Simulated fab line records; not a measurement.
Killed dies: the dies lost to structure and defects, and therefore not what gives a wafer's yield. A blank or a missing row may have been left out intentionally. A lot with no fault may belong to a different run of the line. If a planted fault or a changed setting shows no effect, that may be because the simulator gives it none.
A struck lot beside a sound one	flow n5 finfet	40 steps out of a route of 1938
Sound: wafers L450.3, L450.4, L450.6. Struck: wafer L452.4. (L452.1, L452.3 of the same lot were not struck and are left out.) The cause comes at the end.
Order at every step that has rows: each side's tool, ch and its chambers, its first start. Under that, the readings that differ: sound wafers	struck wafers	difference of the means	sigmas: that difference in standard deviations of wafers without a fault.
alike: readings whose means differ by less than 2 such deviations, and words and numbers that are the same on both sides. not compared: withheld readings, readings that some wafer has no value for, bounds like >300 that may hide the same value, and numbers for which the record gives no deviation and whose values overlap.
The two part at a step that has a row with sigmas, a row that says differs or no value, or rows on one side only. Numbers that have no deviation but don't overlap get no sigmas and don't part them. A reading missing from all wafers of one side parts the sides only when that side holds two or more wafers.

first, 9 steps without rows for these wafers: N5_BEOL_M4_ANNEAL_95 (time 240 s); N5_BEOL_M4_SPUTTER_96 (material Cu, target thk 4.5 nm, time 8.29 s); N5_BEOL_M4_ECD_50 (material Cu, target thk 300 nm); N5_BEOL_M4_ANNEAL_51 (time 90 s); N5_BEOL_M4_CMP_52 (polishes, stops on SiOC, t overpolish 6.8 s, target thk 40 nm); N5_BEOL_M4_PRE_CLEAN_60 (time 15 s); N5_BEOL_M4_CO_CAP_55 (material Co, precursor CCTBA/H2, target thk 2 nm, time 102.1 s); N5_BEOL_M4_PRE_CLEAN_56 (time 15 s); N5_BEOL_M4_DEP_57 (deposits SiCN from 3MS/NH3, target thk 8 nm, time 14 s).
N5_BEOL_M4_RC_MEAS_101:
  sound on prober-01 ch 0, day 10 16:35; struck on prober-01 ch 0, day 11 23:40
reading	sound	struck	difference	sigmas
DIBL_N (mV/V)	33.2 33.6 32.5	36.8	+3.7	+3
DIBL_P (mV/V)	34.0 34.4 34.1	37.3	+3.1	+2
SS_N (mV/dec)	71.2 71.0 71.4	72.4	+1.2	+3
VT_P (mV)	-248 -247 -247	-254	-7	-2
  alike: IOFF_N, IOFF_P, ION_N, ION_P, SS_P, VT_N
then, 24 steps without rows for these wafers: N5_BEOL_M5_ILD_DEP_00 (deposits SiCOH lowk from DEMS/porogen, target thk 140.64 nm, time 25.9 s); N5_BEOL_M5_CURE_79 (cures SiCOH lowk, time 240 s); N5_BEOL_M5_PECVD_70 (deposits SiO2 from TEOS/O2, target thk 16 nm, time 18 s); N5_BEOL_M5_HM_DEP_02 (deposits TiN, target thk 20 nm); N5_BEOL_M5_COAT_59 (time 60 s, resist thk 60 nm); N5_BEOL_M5_COAT_60 (time 60 s, resist thk 12 nm); N5_BEOL_M5_COAT_71 (time 60 s, resist thk 5 nm); N5_BEOL_M5_COAT_05 (resist thk 30 nm); N5_BEOL_M5_EBR_07; N5_BEOL_M5_SOFTBAKE_06 (time 60 s); N5_BEOL_M5_EXPOSE_08 (exposes mask M5, target cd 28 nm); N5_BEOL_M5_PEB_09 (peb time 60 s); N5_BEOL_M5_DEVELOP_10 (develop time 30 s); N5_BEOL_M5_DESCUM_16 (chemistry O2, time 7 s); N5_BEOL_M5_ETCH_72 (etches underlayer in N2/H2, target depth 6.5 nm, time 5.2 s); N5_BEOL_M5_ETCH_61 (etches SiARC in CF4, target depth 15.6 nm, time 26 s); N5_BEOL_M5_ETCH_62 (etches SOC in N2/H2, target depth 75 nm, overetch 15 nm, time 112.5 s); N5_BEOL_M5_STRIP_63 (strips in N2/H2); N5_BEOL_M5_STRIP_73 (strips in N2/H2); N5_BEOL_M5_STRIP_64 (strips in CF4); N5_BEOL_M5_HM_OPEN_17 (chemistry Cl2/BCl3, target TiN, target depth 20 nm, overetch 6 nm); N5_BEOL_M5_STRIP_19 (strips in O2); N5_BEOL_M5_COAT_65 (time 60 s, resist thk 60 nm); N5_BEOL_M5_COAT_66 (time 60 s, resist thk 12 nm).
-- here the record skips 2 days between the struck wafers' starts before and after, leaving off in module BEOL_M5 and picking up in module BEOL_M10 (first step shown: number 1491 of the route) --
N5_BEOL_M10_HM_OPEN_17: chemistry Cl2/BCl3, target TiN, target depth 20 nm, overetch 6 nm.
  sound on rie metal-01 ch 0,1, day 12 12:29; struck on rie metal-01 ch 0, day 14 03:03
reading	sound	struck	difference	sigmas
model.etch.depth nm (nm)	20.32 20.32 20.36	14.7	-5.6	
model.SOC_of_BEOL_M10_COAT_59.thk nm (nm)	92 92.2 92	95.8	+3.7	
  alike: drypump motor current A, oes product au, throttle valve pct
  not compared: rf hours counter h
N5_BEOL_M10_VIA_ETCH_34: etches SiCOH lowk in C4F6/O2, target depth 184.5 nm, time 69.2 s.
  sound on rie diel-06 ch 2,3, day 12 15:13; struck on rie diel-01 ch 0, day 14 05:01
reading	sound	struck	difference	sigmas
drypump motor current A (A)	6.8 5.4 6.8	5.5	-0.8	-2
oes product au (a.u.)	0.71 0.79 0.71	0.30	-0.44	-6
  alike: rf vpp V, showerhead plenum p Torr, throttle valve pct
  not compared: rf hours counter h
N5_BEOL_M10_OCD_MEAS_38:
  struck on ocd-02, day 14 05:19; sound on ocd-02, day 12 15:31
  not compared: trench depth nm
N5_BEOL_M10_CD_MEAS_35 targets a cd of 70 nm.
  struck on cd sem-03, day 14 05:28; sound on cd sem-03, day 12 15:40
  not compared: cd nm
N5_BEOL_M10_THK_MEAS_53: measures by xrf.
  struck on film metro-01, day 14 08:22; sound on film metro-02, day 12 18:01
  not compared: M10_THK
-- here the record skips 2 days between the struck wafers' starts before and after, leaving off in module BEOL_M10 and picking up in module PASSIVATION (first step shown: number 1936 of the route) --
N5_PASSIVATION_PROBE_49:
  struck on prober-02, day 16 09:35; sound on prober-02, day 14 16:27
reading	sound	struck	difference	sigmas
defect limited yield (%)	92.4 90.1 92.1	0	-92	-65
killed_at_M4_up	8 13 20	1132	+1118	+99 or more
killed at contacts	12 23 25	2	-18	-3
killed dies	90 117 93	1180	+1080	+68
killed on rim	13 19 14	152	+137	+37
killed open	61 71 63	31	-34	-3
sort_bin_5_function (%)	4.4 5.4 4.4	98.6	+93.9	+99 or more
sort_bin_6_memory (%)	3.2 4.3 3.3	1.4	-2.2	-4
sort n pass	1090 1063 1087	0	-1080	-68
sort yield pct (%)	92.4 90.1 92.1	0	-92	-65
  alike: killed_at_M0_to_M3, killed at front end, killed at other, killed short

== WHERE THEY PART ==
Last at N5_PASSIVATION_PROBE_49 as far as this record goes, first at N5_BEOL_M4_RC_MEAS_101.

WHY: what the simulator had put in
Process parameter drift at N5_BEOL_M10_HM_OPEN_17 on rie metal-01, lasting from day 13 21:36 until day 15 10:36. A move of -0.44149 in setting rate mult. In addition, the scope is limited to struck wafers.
